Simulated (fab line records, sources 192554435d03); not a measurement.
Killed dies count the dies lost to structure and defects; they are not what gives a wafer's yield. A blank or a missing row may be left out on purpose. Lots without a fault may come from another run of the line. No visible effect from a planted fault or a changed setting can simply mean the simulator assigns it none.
Chamber matching	flow n5-finfet	N5_FIN_SAQP_STRIP_55 on rie-diel-06: 4 sister chambers
The step strips in N2/H2. 16 wafers are shown with their chamber, then 8 later ones without.

WAFERS PAIRED WITH THEIR CHAMBERS
wafer	chamber	drypump-motor-current-A (A)	showerhead-plenum-p-Torr (Torr)	throttle-valve-pct (%)
L825.1	1	5.8	3.29	18.8
L825.3	2	4.9	3.37	19.6
L825.6	0	6.4	3.42	19.1
L828.1	3	6.4	3.51	19.3
L828.5	1	5.8	3.29	18.9
L828.6	0	6.4	3.41	19.1
L829.1	1	5.8	3.29	18.9
L829.3	2	5.0	3.37	19.7
L829.5	2	4.9	3.37	19.7
L831.2	0	6.4	3.41	19.1
L831.3	2	4.9	3.36	19.7
L831.4	2	4.9	3.36	19.7
L832.1	1	5.8	3.28	18.8
L832.5	2	4.9	3.36	19.7
L832.6	1	5.8	3.28	18.8
L835.1	2	4.9	3.36	19.7

SIGNATURES, as means of the wafers listed above
reading	chamber 0	chamber 1	chamber 2	chamber 3	scatter within a chamber
drypump-motor-current-A	6.400	5.800	4.914	6.400	0.0267
showerhead-plenum-p-Torr	3.4133	3.2860	3.3643	3.5100	0.00546
throttle-valve-pct	19.100	18.840	19.686	19.300	0.0414
Rule: a wafer lies at a distance from a chamber equal to the root of the sum of squares, over the readings, of (its reading less the chamber's mean, divided by the reading's scatter). The wafer belongs to the nearest chamber; if the next one is less than 2 further off, it can't be placed. The scatter is the square root of a quotient: the sum, over the shown wafers, of each reading's squared deviation from its chamber's mean, divided by wafers minus chambers.

WAFERS WHOSE CHAMBER IS MISSING
wafer	drypump-motor-current-A (A)	showerhead-plenum-p-Torr (Torr)	throttle-valve-pct (%)
L835.3	5.7	3.28	18.8
L835.6	4.9	3.36	19.7
L839.3	6.4	3.40	19.1
L839.4	5.8	3.28	18.9
L839.6	6.4	3.40	19.1
L840.2	6.3	3.40	19.1
L840.3	5.8	3.27	18.9
L840.5	4.9	3.35	19.7

WHICH CHAMBER EACH WENT THROUGH
wafer	from the rows above	in truth
L835.3	1	1
L835.6	2	2
L839.3	0	0
L839.4	1	1
L839.6	0	0
L840.2	0	0
L840.3	1	1
L840.5	2	2
Placed correctly: 8 of 8. Left unplaced by these rows: 0. Number placed wrongly: 0.
